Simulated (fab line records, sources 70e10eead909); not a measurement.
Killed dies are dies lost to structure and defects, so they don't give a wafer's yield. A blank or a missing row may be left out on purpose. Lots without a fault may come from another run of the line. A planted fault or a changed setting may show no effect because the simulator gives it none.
Chamber matching | flow nand_harc | NHARC_A_BONDPAD_ETCH_34 on rie_diel-03: 4 sister chambers
The step etches the open film in N2/H2, target depth 60 nm, overetch 18 nm, time 65.91 s. 18 wafers are shown with their chamber, then 9 later ones without.

WAFERS WITH THEIR CHAMBER
wafer  | chamber | drypump_motor_current_A (A) | rf_vpp_V (V) | oes_product_au (a.u.)
L381.1 | 2       | 6.3                         | 437          | 0.996
L381.4 | 3       | 5.8                         | 428          | 0.991
L381.6 | 3       | 5.7                         | 426          | 0.985
L379.1 | 0       | 4.7                         | 427          | 0.990
L379.3 | 1       | 6.0                         | 432          | 0.987
L379.6 | 2       | 6.2                         | 435          | 0.989
L380.3 | 3       | 5.8                         | 427          | 0.985
L380.4 | 2       | 6.2                         | 435          | 0.987
L380.5 | 1       | 6.0                         | 432          | 0.979
L383.2 | 3       | 5.8                         | 430          | 0.982
L383.3 | 0       | 4.7                         | 427          | 0.985
L383.4 | 2       | 6.2                         | 435          | 0.983
L382.1 | 0       | 4.7                         | 429          | 0.987
L382.5 | 2       | 6.3                         | 435          | 0.984
L382.6 | 3       | 5.8                         | 427          | 0.990
L387.2 | 1       | 6.0                         | 433          | 0.982
L387.3 | 0       | 4.7                         | 428          | 0.994
L387.6 | 2       | 6.2                         | 435          | 0.976

SIGNATURES (means of the wafers above)
reading                 | chamber 0 | chamber 1 | chamber 2 | chamber 3 | scatter within a chamber
drypump_motor_current_A | 4.700     | 6.000     | 6.233     | 5.780     | 0.039
rf_vpp_V                | 427.75    | 432.33    | 435.33    | 427.60    | 1.07
oes_product_au          | 0.98900   | 0.98267   | 0.98583   | 0.98660   | 0.00506
Rule: a wafer's distance from a chamber is the root of the sum, over the readings, of the square of ((its reading less the chamber's mean) divided by the reading's scatter). The wafer belongs to the nearest chamber; if the next one is less than 2 further off, it can't be placed. The scatter: the root of (the sum of the squares of (reading less its chamber's mean) over the shown wafers, divided by (wafers less chambers)).

WAFERS WITHOUT THEIR CHAMBER
wafer  | drypump_motor_current_A (A) | rf_vpp_V (V) | oes_product_au (a.u.)
L390.3 | 4.7                         | 427          | 0.989
L390.5 | 6.0                         | 433          | 0.983
L390.6 | 4.7                         | 427          | 0.988
L389.1 | 6.2                         | 435          | 0.982
L389.3 | 5.7                         | 427          | 0.986
L389.5 | 4.7                         | 426          | 0.989
L399.1 | 4.7                         | 428          | 1.007
L399.5 | 6.0                         | 433          | 0.998
L399.6 | 4.7                         | 428          | 0.995

WHICH CHAMBER EACH WENT THROUGH
wafer  | from the rows above | in truth
L390.3 | 0                   | 0
L390.5 | 1                   | 1
L390.6 | 0                   | 0
L389.1 | 2                   | 2
L389.3 | 3                   | 3
L389.5 | 0                   | 0
L399.1 | 0                   | 0
L399.5 | 1                   | 1
L399.6 | 0                   | 0
Placed correctly: 9 of 9. Can't be placed from these rows: 0. Placed wrongly: 0.
